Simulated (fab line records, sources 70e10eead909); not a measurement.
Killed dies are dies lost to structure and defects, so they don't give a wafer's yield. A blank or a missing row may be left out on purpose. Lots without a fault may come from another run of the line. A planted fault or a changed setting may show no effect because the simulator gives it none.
Chamber matching | flow nand_harc | NHARC_P_ZERO_WELL_DESCUM_13 on rie_diel-13: 4 sister chambers
The step chemistry O2, time 3 s. 8 wafers are shown with their chamber, then 10 later ones without.

WAFERS WITH THEIR CHAMBER
wafer  | chamber | drypump_motor_current_A (A) | showerhead_plenum_p_Torr (Torr)
L079.4 | 0       | 5.9                         | 1.88
L083.3 | 3       | 6.5                         | 1.82
L084.3 | 3       | 6.6                         | 1.82
L090.1 | 1       | 5.5                         | 1.79
L090.4 | 2       | 5.9                         | 1.95
L090.5 | 0       | 5.9                         | 1.87
L091.2 | 2       | 5.9                         | 1.95
L091.3 | 1       | 5.5                         | 1.79

WAFERS WITHOUT THEIR CHAMBER
wafer  | drypump_motor_current_A (A) | showerhead_plenum_p_Torr (Torr)
L091.4 | 6.6                         | 1.81
L093.2 | 5.9                         | 1.94
L093.3 | 5.5                         | 1.79
L093.6 | 5.5                         | 1.79
L096.1 | 5.9                         | 1.94
L096.3 | 5.5                         | 1.79
L096.6 | 5.5                         | 1.79
L097.2 | 5.9                         | 1.94
L097.4 | 5.5                         | 1.78
L097.5 | 5.9                         | 1.94

WHICH CHAMBER EACH WENT THROUGH
wafer  | from the rows above | in truth
L091.4 | 3                   | 3
L093.2 | 2                   | 2
L093.3 | 1                   | 1
L093.6 | 1                   | 1
L096.1 | 2                   | 2
L096.3 | 1                   | 1
L096.6 | 1                   | 1
L097.2 | 2                   | 2
L097.4 | 1                   | 1
L097.5 | 2                   | 2
Placed correctly: 10 of 10. Can't be placed from these rows: 0. Placed wrongly: 0.
How it was worked out, from the rows above alone: a wafer's distance from a chamber is the root of the sum, over the readings, of the square of ((its reading less the chamber's mean) divided by the reading's scatter). The wafer belongs to the nearest chamber; if the next one is less than 2 further off, it can't be placed. A chamber's mean is the mean of its shown wafers. The scatter: the root of (the sum of the squares of (reading less its chamber's mean) over the shown wafers, divided by (wafers less chambers)).
